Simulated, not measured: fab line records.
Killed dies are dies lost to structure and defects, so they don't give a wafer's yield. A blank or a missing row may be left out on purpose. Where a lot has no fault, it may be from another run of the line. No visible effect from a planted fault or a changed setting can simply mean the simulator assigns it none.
Chamber matching    flow n5 finfet    N5_BEOL_M0_SAQP_ETCH_83 on rie diel-06: 4 sister chambers
The step etches SiARC in CF4, target depth 39 nm, time 65 s. 4 wafers are shown with their chamber, then 12 later ones without.

== EACH WAFER AND ITS CHAMBER ==
wafer   chamber  drypump motor current A (A)
L085.6  2        6.7
L088.1  0        6.4
L088.3  1        5.8
L088.5  3        5.5

== WAFERS WITH NO CHAMBER GIVEN ==
wafer   drypump motor current A (A)
L090.1  6.4
L090.2  5.8
L090.4  5.8
L091.2  5.8
L091.4  5.6
L091.5  6.7
L093.1  6.4
L093.2  5.8
L093.4  5.8
L094.2  5.8
L094.3  6.4
L094.4  6.7

== CHAMBER TAKEN BY EACH ==
wafer   from the rows above  in truth
L090.1  0                    0
L090.2  1                    1
L090.4  1                    1
L091.2  1                    1
L091.4  3                    3
L091.5  2                    2
L093.1  0                    0
L093.2  1                    1
L093.4  1                    1
L094.2  1                    1
L094.3  0                    0
L094.4  2                    2
Correct placement for 12 of the 12. Number that these rows cannot place: 0. 0 placed wrongly.
How it was worked out, from the rows above alone: a wafer's distance from a chamber is the root of the sum, over the readings, of the square of ((its reading less the chamber's mean) divided by the reading's scatter). The wafer belongs to the nearest chamber; if the next one is less than 2 further off, it can't be placed. A chamber's mean is the mean of its shown wafers. The scatter: with one shown wafer a chamber, the root of the mean of the squares of how far each hidden wafer lies from its nearest shown one.
